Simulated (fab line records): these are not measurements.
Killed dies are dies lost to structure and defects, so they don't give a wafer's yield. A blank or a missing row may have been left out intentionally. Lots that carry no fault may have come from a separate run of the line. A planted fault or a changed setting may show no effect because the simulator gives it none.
fab line records ; flow n5_finfet
record: lots: 4; wafers: 10; last_day: 17
route steps=1938 shown BEOL_M0_SAQP@657 BEOL_M0@715 BEOL_M4@1111
lots that met no fault: taken from a fault-free run of the same line
start_h: hours from the record's first day to the start of the lot's first wafer shown ; wait_h: hours since the lot's step before ; " repeats the value in the row above ; L1.1+2: one row covering several wafers at once ; - no value present, or no start provided ; * or withheld: withheld ; < > ~ a bound
route shown NAME@n: names a module that has steps shown in the file, with the first one's number in the route ; usual: mean/standard deviation taken from wafers without a fault ; same: alike in all rows ; chamber/n: place in a boat ; sites: readings site by site ; _std_site: standard deviation of those values ; _edge_site: inner sites' mean taken away from outer sites' mean ; radius_mm: how far each site lies from the wafer's centre ; mask NAME#n: copy n ; behind: the last tool/chamber to shape the wafer ; hold: why the lot went on hold/how many hours it stayed there/how the hold came to an end ; device: the n, p or np transistor that did not switch ; end of line: the route-end tests of the same wafers ; where a step has no rows: the recipe by itself ; killed: dies lost to structure and defects at the first sort, not the wafer's yield ; map: shows each die of a wafer: x if killed, . if not, _ if none is there
set.NAME: the setting as run; set.NAME@STEP: as run at that earlier step ; model.NAME: the simulator's own value behind a step, which no gauge read
lots at some steps of the route; a table a step, a row a wafer
services: from which hour (start_h, from the record's first day; less than 0 if before it) a tool's chamber was out of use, for how many hours, and why
== steps ==
step: N5_BEOL_M0_SAQP_STRIP_113
recipe: chemistry: CHF3/O2; resist: SiARC; rf_frequency_hz: 6e+07
step: N5_BEOL_M0_SAQP_MANDREL_ETCH_20
recipe: target_depth_a: 600; chemistry: HBr/Cl2; target: a-Si; stop_on: SiNx; bt_time_s: 10; mask_material: SOC; over_etch_frac: 0.5; time_s: 30; pressure_mtorr: 10; icp_w: 800; bias_w: 75; HBr_flow_sccm: 150; Cl2_flow_sccm: 80; ends: end_point
step: N5_BEOL_M0_SAQP_STRIP_86
recipe: chemistry: N2/H2; power_w: 500; temp_c: 40; pressure_mtorr: 50; rf_frequency_hz: 6e+07; overash_fraction: 0.3; bias_power_w: 28; h2_frac: 0.5; n2_flow_sccm: 300; h2_flow_sccm: 300
step: N5_BEOL_M0_SAQP_STRIP_115
recipe: chemistry: post_etch_residue_remover; time_s: 60; temp_c: 25; remover_ph: withheld; remover_water_wt_pct: withheld; remover_fluoride_wt_pct: withheld
step: N5_BEOL_M0_SAQP_SRD_93
recipe: dry: ipa_marangoni; time_s: 30; temp_c: 23; rinse_liquid: diw
step: N5_BEOL_M0_SAQP_RECESS_114
recipe: chemistry: HF/NH3; target: SiO2; target_depth_a: 144; afs_cycles: 3; temp_c: 30; sublimation_temp_c: 180; sublimation_time_s: 60
step: N5_BEOL_M0_SAQP_SPACER1_ALD_98
recipe: material: SiO2; target_thk_a: 128; temp_c: 300; ald_precursor_family: BDEAS; ald_co_reactant: O2-plasma; pulse_time_s: 1; purge_time_s: 2; co_reactant_purge_time_s: 2; ald_cycles: 138; pressure_torr: 2
step: N5_BEOL_M0_SAQP_SPACER1_ETCHBACK_99
recipe: chemistry: CHF3/O2; mode: anisotropic_etchback; target: SiO2; target_depth_a: 154; time_s: 7.7; pressure_mtorr: 30; source_w: 650; bias_w: 170; Ar_flow_sccm: 200; CHF3_flow_sccm: 50; O2_flow_sccm: 5; ion_energy_ev: 200
step: N5_BEOL_M0_SAQP_MANDREL1_REMOVE_100
recipe: chemistry: HBr/Cl2/O2; bt_time_s: 10; target: a-Si; stop_on: SiNx; endpoint: OES-SiCl; over_etch_frac: 0.85; icp_w: 600; bias_w: 30; HBr_flow_sccm: 150; Cl2_flow_sccm: 80; O2_flow_sccm: 5; pressure_mtorr: 10
step: N5_BEOL_M0_SAQP_ETCH_101
recipe: chemistry: CH3F/O2; target: SiNx; mask_material: SiO2; target_depth_a: 299; time_s: 42.7; pressure_mtorr: 30; source_w: 395; bias_w: 73; Ar_flow_sccm: 150; CH3F_flow_sccm: 30; O2_flow_sccm: 20; ion_energy_ev: 120
step: N5_BEOL_M0_SAQP_ETCH_102
recipe: chemistry: CF4; target: SiO2; target_depth_a: 40; ion_energy_ev: 350; time_s: 4.4; pressure_mtorr: 10; icp_w: 800; bias_w: 400; cf4_flow_sccm: 80
step: N5_BEOL_M0_SAQP_MANDREL_ETCH_103
recipe: chemistry: HBr/Cl2; target: a-Si; target_depth_a: 450; bt_time_s: 10; stop_on: SiCN; mask_material: SiO2; over_etch_frac: 0.8; time_s: 27; pressure_mtorr: 10; icp_w: 800; bias_w: 75; HBr_flow_sccm: 150; Cl2_flow_sccm: 80; ends: end_point
usual: drypump_motor_current_A: 5.7/0.45; oes_product_au: 0.685/0.01; throttle_valve_pct: 35.6/0.35
lot.wafer;tool;chamber;start_h;wait_h;drypump_motor_current_A;oes_product_au;rf_hours_counter_h;throttle_valve_pct;model.SiCN_of_BEOL_M0_SAQP_PECVD_03.thk_nm
L643.1;rie_si-06;2;140.32;0.0;5.8;0.677;5;35.3;8.4
L643.3;rie_si-06;0;140.32;0.0;5.8;0.690;116;35.8;8.6
L643.6;rie_si-06;1;140.32;0.0;5.6;0.691;-;35.0;9
L648.1;rie_si-06;1;169.55;0.0;5.6;0.695;139;35.0;8.8
L648.3;rie_si-06;0;169.55;0.0;5.8;0.684;117;35.8;8.8
L648.6;rie_si-06;1;169.55;0.0;5.6;0.712;-;35.0;9
L658.1;rie_si-06;0;228.47;0.0;5.8;0.685;118;35.8;9
L658.6;rie_si-06;2;228.47;0.0;5.7;0.674;-;35.3;7.4
L660.2;rie_si-06;0;241.33;0.0;5.8;0.680;118;35.8;6.4
L660.3;rie_si-06;3;241.33;0.0;6.8;0.681;27;35.3;8.8
step: N5_BEOL_M0_SAQP_RECESS_104
recipe: chemistry: HF/NH3; target: SiO2; target_depth_a: 180; afs_cycles: 3; temp_c: 30; sublimation_temp_c: 180; sublimation_time_s: 60
step: N5_BEOL_M0_SAQP_COAT_105
recipe: resist: SOC; temp_c: 250; time_s: 60; spin_rpm: 1500; resist_thk_nm: 100
step: N5_BEOL_M0_SAQP_ETCH_106
recipe: chemistry: N2/H2; target: SOC; target_depth_a: 1500; stop_on: SiNx; ion_energy_ev: 100; bias_w: 61; pressure_mtorr: 30; source_w: 850; n2_flow_sccm: 200; h2_flow_sccm: 200
step: N5_BEOL_M0_SAQP_ETCH_107
recipe: chemistry: CH3F/O2; target: SiNx; target_depth_a: 300; mask_material: SOC; pressure_mtorr: 30; source_w: 395; bias_w: 73; Ar_flow_sccm: 150; CH3F_flow_sccm: 30; O2_flow_sccm: 20; ion_energy_ev: 120
step: N5_BEOL_M0_SAQP_STRIP_108
recipe: chemistry: N2/H2; power_w: 500; temp_c: 40; pressure_mtorr: 50; rf_frequency_hz: 6e+07; overash_fraction: 0.3; bias_power_w: 28; h2_frac: 0.5; n2_flow_sccm: 300; h2_flow_sccm: 300
step: N5_BEOL_M0_SAQP_RECESS_109
recipe: chemistry: HF/NH3; target: SiO2; target_depth_a: 30; afs_cycles: 1; temp_c: 30; sublimation_temp_c: 180; sublimation_time_s: 60
usual: drypump_motor_current_A: 5.9/0.57
lot.wafer;tool;chamber;start_h;wait_h;drypump_motor_current_A;model.SiCN_of_BEOL_M0_SAQP_PECVD_03.thk_nm
L643.1;vapor_etch-01;0;141.01;0.0;6.2;8
L643.3;vapor_etch-01;0;141.01;0.0;6.1;8.2
L643.6;vapor_etch-01;0;141.01;0.0;6.2;8.8
L648.1;vapor_etch-01;1;170.80;0.5;5.7;8.6
L648.3;vapor_etch-01;1;170.80;0.5;5.7;8.4
L648.6;vapor_etch-01;1;170.80;0.5;5.7;8.8
L658.1;vapor_etch-02;1;229.35;0.1;4.7;8.8
L658.6;vapor_etch-02;0;229.35;0.1;6.8;7
L660.2;vapor_etch-01;0;242.02;0.0;6.2;6
L660.3;vapor_etch-01;0;242.02;0.0;6.2;8.4
step: N5_BEOL_M0_SAQP_SPACER2_ALD_26
recipe: material: SiO2; target_thk_a: 150; temp_c: 300; ald_precursor_family: BDEAS; ald_co_reactant: O2-plasma; pulse_time_s: 1; purge_time_s: 2; co_reactant_purge_time_s: 2; pressure_torr: 2
step: N5_BEOL_M0_SAQP_SPACER2_ETCHBACK_27
recipe: chemistry: CHF3/O2; mode: anisotropic_etchback; target: SiO2; target_depth_a: 225; time_s: 11.25; pressure_mtorr: 30; source_w: 650; bias_w: 170; Ar_flow_sccm: 200; CHF3_flow_sccm: 50; O2_flow_sccm: 5; ion_energy_ev: 200
step: N5_BEOL_M0_SAQP_MANDREL2_REMOVE_110
recipe: chemistry: HBr/Cl2/O2; bt_time_s: 10; target: a-Si; stop_on: SiCN; endpoint: OES-SiCl; over_etch_frac: 1; icp_w: 600; bias_w: 30; HBr_flow_sccm: 150; Cl2_flow_sccm: 80; O2_flow_sccm: 5; pressure_mtorr: 10
step: N5_BEOL_M0_SAQP_COAT_69
recipe: resist: SOC; temp_c: 250; time_s: 60; spin_rpm: 1500; resist_thk_nm: 90
step: N5_BEOL_M0_SAQP_COAT_72
recipe: resist: SiARC; temp_c: 220; time_s: 60; spin_rpm: 1500; resist_thk_nm: 15
step: N5_BEOL_M0_SAQP_COAT_87
recipe: resist: underlayer; temp_c: 205; time_s: 60; spin_rpm: 1500; resist_thk_nm: 5
step: N5_BEOL_M0_SAQP_COAT_34
recipe: resist: CAR-EUV; spin_rpm: 1500; resist_thk_nm: 30
step: N5_BEOL_M0_SAQP_EBR_36
recipe: solvent: PGMEA; ebr_width_mm: 1.5
step: N5_BEOL_M0_SAQP_SOFTBAKE_35
recipe: temp_c: 110; time_s: 60; resist: CAR-EUV
step: N5_BEOL_M0_SAQP_EXPOSE_37
recipe: mask_id: M0_CUT1; na: 0.33; source_shape: annular; sigma_inner: 0.35; sigma_outer: 0.8; polarization: unpolarized; target_cd_nm: 30; dose_mj: 44.75
step: N5_BEOL_M0_SAQP_PEB_38
recipe: peb_temp_c: 100; peb_time_s: 60; resist: CAR-EUV
step: N5_BEOL_M0_SAQP_DEVELOP_39
recipe: develop_time_s: 30; developer: TMAH; resist: CAR-EUV; rinse_liquid: surfactant_rinse; dry: air_spin; dev_temp_c: 23
step: N5_BEOL_M0_SAQP_DESCUM_45
recipe: chemistry: O2; time_s: 7; source_power_w: 50; bias_power_w: 20; pressure_mtorr: 20; rf_frequency_hz: 2.712e+07; temp_c: 40; resist: CAR-EUV; o2_flow_sccm: 225
step: N5_BEOL_M0_SAQP_ETCH_88
recipe: chemistry: N2/H2; target: underlayer; target_depth_a: 65; time_s: 5.2; ion_energy_ev: 200; mask_material: CAR-EUV; pressure_mtorr: 30; source_w: 840; bias_w: 150; n2_flow_sccm: 200; h2_flow_sccm: 200; ends: cleared
step: N5_BEOL_M0_SAQP_ETCH_73
recipe: chemistry: CF4; target: SiARC; target_depth_a: 195; mask_material: CAR-EUV; time_s: 32.5; ion_energy_ev: 80; pressure_mtorr: 40; source_w: 545; bias_w: 36; Ar_flow_sccm: 100; cf4_flow_sccm: 100; ends: cleared
step: N5_BEOL_M0_SAQP_CUT_ETCH_46
recipe: chemistry: N2/H2; target: SOC; target_depth_a: 1350; overetch_a: 270; temp_c: 40; time_s: 202.5; ion_energy_ev: 200; mask_material: SiARC; pressure_mtorr: 30; source_w: 840; bias_w: 150; n2_flow_sccm: 200; h2_flow_sccm: 200
step: N5_BEOL_M0_SAQP_STRIP_74
recipe: chemistry: N2/H2; temp_c: 40; n2_flow_sccm: 200; h2_flow_sccm: 200; rf_frequency_hz: 6e+07
step: N5_BEOL_M0_SAQP_STRIP_89
recipe: chemistry: N2/H2; temp_c: 40; n2_flow_sccm: 200; h2_flow_sccm: 200; rf_frequency_hz: 6e+07
step: N5_BEOL_M0_SAQP_ALD_48
recipe: material: SiO2; target_thk_a: 200; temp_c: 100; ald_precursor_family: BDEAS; ald_co_reactant: O2-plasma; pulse_time_s: 1; co_reactant_pulse_time_s: 1; purge_time_s: 2; co_reactant_purge_time_s: 2; ald_cycles: 139; pressure_torr: 2
step: N5_BEOL_M0_ETCH_138
recipe: chemistry: CH3F/O2; target_depth_a: 120; target: SiCN; time_s: 31.6; ion_energy_ev: 120; pressure_mtorr: 30; source_w: 395; bias_w: 75; Ar_flow_sccm: 150; CH3F_flow_sccm: 30; O2_flow_sccm: 20; ends: cleared
usual: drypump_motor_current_A: 5.7/0.32; etch_rf_on_time_s: 28.9/1; oes_product_au: 0.70/0.076; rf_vpp_V: 297.5/1.7; showerhead_plenum_p_Torr: 2.01/0.07; throttle_valve_pct: 16.38/0.2
lot.wafer;tool;chamber;start_h;wait_h;drypump_motor_current_A;etch_rf_on_time_s;oes_product_au;rf_hours_counter_h;rf_vpp_V;showerhead_plenum_p_Torr;throttle_valve_pct;model.etch.depth_nm
L643.1;rie_diel-03;0;144.72;0.0;5.5;27.0;0.62;178;299.0;2.06;16.67;8.076
L643.3;rie_diel-03;1;144.72;0.0;5.4;27.9;0.62;199;294.4;1.91;16.58;8.297
L643.6;rie_diel-03;1;144.72;0.0;5.4;29.3;0.61;-;295.3;1.91;16.59;8.741
L648.1;rie_diel-01;0;175.21;0.0;6.2;28.9;0.68;124;297.1;2.02;16.49;8.512
L648.3;rie_diel-01;1;175.21;0.0;5.9;29.5;0.67;109;299.9;2.09;16.18;8.477
L648.6;rie_diel-01;2;175.21;0.0;6.2;28.9;0.83;-;299.8;2.07;16.34;8.731
L658.1;rie_diel-01;3;232.46;0.0;5.1;29.8;0.78;19;301.3;2.12;16.03;8.738
L658.6;rie_diel-01;3;232.46;0.0;5.1;24.0;0.78;-;298.5;2.12;16.02;7.031
L660.2;rie_diel-01;1;245.11;0.0;5.9;32.2;0.65;132;298.6;2.09;16.20;9.231
L660.3;rie_diel-01;0;245.11;0.0;6.2;28.3;0.66;149;299.6;2.01;16.54;8.489
step: N5_BEOL_M0_ETCH_128
recipe: chemistry: CF4/N2; target_depth_a: 120; overetch_a: 51; target: SiCN; time_s: 21.4; ion_energy_ev: 150; pressure_mtorr: 40; source_w: 430; bias_w: 70; Ar_flow_sccm: 100; cf4_flow_sccm: 60; n2_flow_sccm: 60
usual: drypump_motor_current_A: 5.7/0.31; oes_product_au: 0.55/0.057; rf_vpp_V: 382.4/2.2; showerhead_plenum_p_Torr: 2.21/0.073; throttle_valve_pct: 15.50/0.22
lot.wafer;tool;chamber;start_h;wait_h;drypump_motor_current_A;oes_product_au;rf_hours_counter_h;rf_vpp_V;showerhead_plenum_p_Torr;throttle_valve_pct;model.etch.depth_nm
L643.1;rie_diel-03;3;148.87;0.7;5.6;0.56;51;383.1;2.25;15.25;8.076
L643.3;rie_diel-03;0;148.87;0.7;5.5;0.48;180;384.7;2.27;15.81;8.297
L643.6;rie_diel-03;1;148.87;0.7;5.4;0.49;-;379.0;2.10;15.68;8.741
L648.1;rie_diel-01;1;179.31;0.2;5.9;0.54;111;385.0;2.30;15.26;8.512
L648.3;rie_diel-01;2;179.31;0.2;6.2;0.64;16;384.5;2.26;15.34;8.477
L648.6;rie_diel-01;2;179.31;0.2;6.2;0.65;-;385.9;2.26;15.35;8.731
L658.1;rie_diel-01;1;233.07;0.0;5.9;0.54;129;385.7;2.29;15.30;8.738
L658.6;rie_diel-01;1;233.07;0.0;5.9;0.63;-;385.4;2.29;15.30;12
L660.2;rie_diel-01;2;246.25;0.0;6.2;0.72;40;384.4;2.25;15.41;12
L660.3;rie_diel-01;1;246.25;0.0;5.9;0.53;132;385.3;2.29;15.30;8.489
step: N5_BEOL_M4_RC_MEAS_101
usual: DIBL_N: 35.4/2.1; DIBL_P: 34.8/2.6; IOFF_N: 0.15/0.037; IOFF_P: 0.19/0.037; ION_N: 677/16; ION_P: 462/9.3; SS_N: 71.4/0.75; SS_P: 72.9/0.77; VT_N: 250/3.7; VT_P: -251/3.5
lot.wafer;tool;chamber;start_h;wait_h;DIBL_N[mV/V];DIBL_P[mV/V];IOFF_N[nA/um];IOFF_P[nA/um];ION_N[uA/um];ION_P[uA/um];SS_N[mV/dec];SS_P[mV/dec];VT_N[mV];VT_P[mV]
L643.1;prober-02;0;200.79;0.0;36.0;33.9;0.17;0.18;674;453;72.1;73.6;247;-253
L643.3;prober-02;0;200.79;0.0;33.0;32.1;0.12;0.16;663;454;71.1;72.6;253;-252
L643.6;prober-02;0;200.79;0.0;34.7;34.8;0.16;0.20;696;471;71.1;73.2;246;-249
L648.1;prober-01;0;230.41;0.0;36.5;38.0;0.17;0.20;672;455;71.6;73.8;247;-252
L648.3;prober-01;0;230.41;0.0;30.1;29.5;0.08;0.12;652;453;69.9;71.4;255;-258
L648.6;prober-01;0;230.41;0.0;33.4;34.1;0.12;0.16;664;454;71.1;72.7;252;-254
L658.1;prober-01;0;286.34;0.0;35.6;35.4;0.15;0.19;678;460;72.1;72.7;250;-251
L658.6;prober-01;0;286.34;0.0;34.7;34.9;0.14;0.19;680;466;71.5;73.0;248;-251
L660.2;prober-01;0;303.96;0.4;34.6;33.3;0.14;0.18;689;466;70.8;73.1;249;-250
L660.3;prober-01;0;303.96;0.4;34.0;33.2;0.13;0.18;675;467;71.4;72.7;251;-249
== services ==
tool;chamber;start_h;hours;kind
rie_diel-01;2;134.57;-;clean
rie_diel-01;2;134.57;-;consumable_replace:esc
rie_diel-01;2;134.57;-;consumable_replace:focus_ring
rie_diel-01;2;134.57;18.7;scheduled_down
rie_diel-01;2;134.57;18.7;vent_cycle
rie_diel-01;-;141.22;1.0;repair
rie_diel-03;3;149.91;2.5;repair
rie_si-06;3;152.88;15.1;repair
rie_diel-01;3;153.44;-;clean
rie_diel-01;3;153.44;-;consumable_replace:focus_ring
rie_diel-01;3;153.44;-;consumable_replace:showerhead
rie_diel-01;3;153.44;27.5;scheduled_down
rie_diel-01;3;153.44;27.5;vent_cycle
rie_si-06;0;198.68;6.8;repair
== key ==
first_sign none at tools or gauges
model_effect: step: N5_BEOL_M0_SAQP_MANDREL_ETCH_103; value: SiCN_of_BEOL_M0_SAQP_PECVD_03.thk_nm; without: 8.9; struck: 6.9
model_effect: step: N5_BEOL_M0_SAQP_RECESS_109; value: SiCN_of_BEOL_M0_SAQP_PECVD_03.thk_nm; without: 8.6; struck: 6.5
model_effect: step: N5_BEOL_M0_ETCH_138; value: etch.depth_nm; without: 8.577; struck: 8.131
model_effect: step: N5_BEOL_M0_ETCH_128; value: etch.depth_nm; without: 8.577; struck: 12
met_at N5_BEOL_M0_SAQP_MANDREL_ETCH_103
struck_wafers L658.6,L660.2
onset_between 169.55 228.47
fault: kind: process_parameter_drift; tool: rie_si-06; chamber: -; onset_h: 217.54; steps: N5_BEOL_M0_SAQP_MANDREL_ETCH_103; channel: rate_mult; offset: 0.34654; shape: step; end_h: 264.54; scope: struck_wafers_only
